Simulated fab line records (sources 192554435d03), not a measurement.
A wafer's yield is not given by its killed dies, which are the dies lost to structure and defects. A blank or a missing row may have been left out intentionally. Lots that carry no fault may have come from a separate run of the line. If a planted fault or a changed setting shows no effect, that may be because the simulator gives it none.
Chamber matching	flow n5 finfet	4 sister chambers for N5_FIN_CUT_STRIP_24 on rie diel-04
The step strips in CF4. 16 wafers are shown with their chamber, then 8 later ones without.

## WAFERS PAIRED WITH THEIR CHAMBERS
wafer	chamber	throttle valve pct (%)	oes product au (a.u.)	showerhead plenum p Torr (Torr)
L078.1	2	13.40	0.79	1.74
L078.3	0	13.86	0.72	1.80
L078.5	3	13.96	0.74	1.80
L079.3	0	13.85	0.72	1.80
L079.4	1	13.40	0.91	1.76
L079.6	1	13.40	0.90	1.76
L085.1	1	13.41	0.89	1.75
L085.3	2	13.43	0.79	1.74
L085.6	0	13.88	0.71	1.79
L088.3	3	14.01	0.72	1.79
L088.5	0	13.90	0.71	1.79
L088.6	3	14.01	0.72	1.79
L089.1	3	14.05	0.72	1.79
L089.3	1	13.42	0.88	1.75
L089.4	3	14.04	0.71	1.79
L091.3	0	13.90	0.70	1.79

SIGNATURES, as means of the wafers listed above
reading	chamber 0	chamber 1	chamber 2	chamber 3	scatter within a chamber
throttle valve pct	13.8780	13.4075	13.4150	14.0140	0.0254
oes product au	0.7120	0.8950	0.7900	0.7220	0.0102
showerhead plenum p Torr	1.7940	1.7550	1.7400	1.7920	0.005
Rule: for a wafer and a chamber, the distance is found by dividing, reading by reading, the gap between the wafer's reading and the chamber's mean by the reading's scatter, squaring, summing and taking the root. If the next closest chamber is less than 2 further off than the closest, the wafer can't be placed; otherwise it belongs to the closest. The scatter is the square root of a quotient: the sum, over the shown wafers, of each reading's squared deviation from its chamber's mean, divided by wafers minus chambers.

## WAFERS WITHOUT THEIR CHAMBER
wafer	throttle valve pct (%)	oes product au (a.u.)	showerhead plenum p Torr (Torr)
L091.4	14.03	0.72	1.79
L091.5	14.02	0.72	1.79
L093.3	13.46	0.77	1.73
L093.5	14.03	0.71	1.79
L093.6	13.46	0.78	1.73
L095.1	13.47	0.78	1.73
L095.2	13.92	0.70	1.79
L095.3	14.05	0.71	1.79

## WHICH CHAMBER EACH WENT THROUGH
wafer	from the rows above	in truth
L091.4	3	3
L091.5	3	3
L093.3	2	2
L093.5	3	3
L093.6	2	2
L095.1	2	2
L095.2	0	0
L095.3	3	3
Placed correctly: 8 of 8. Can't be placed from these rows: 0. Wrongly placed: 0.
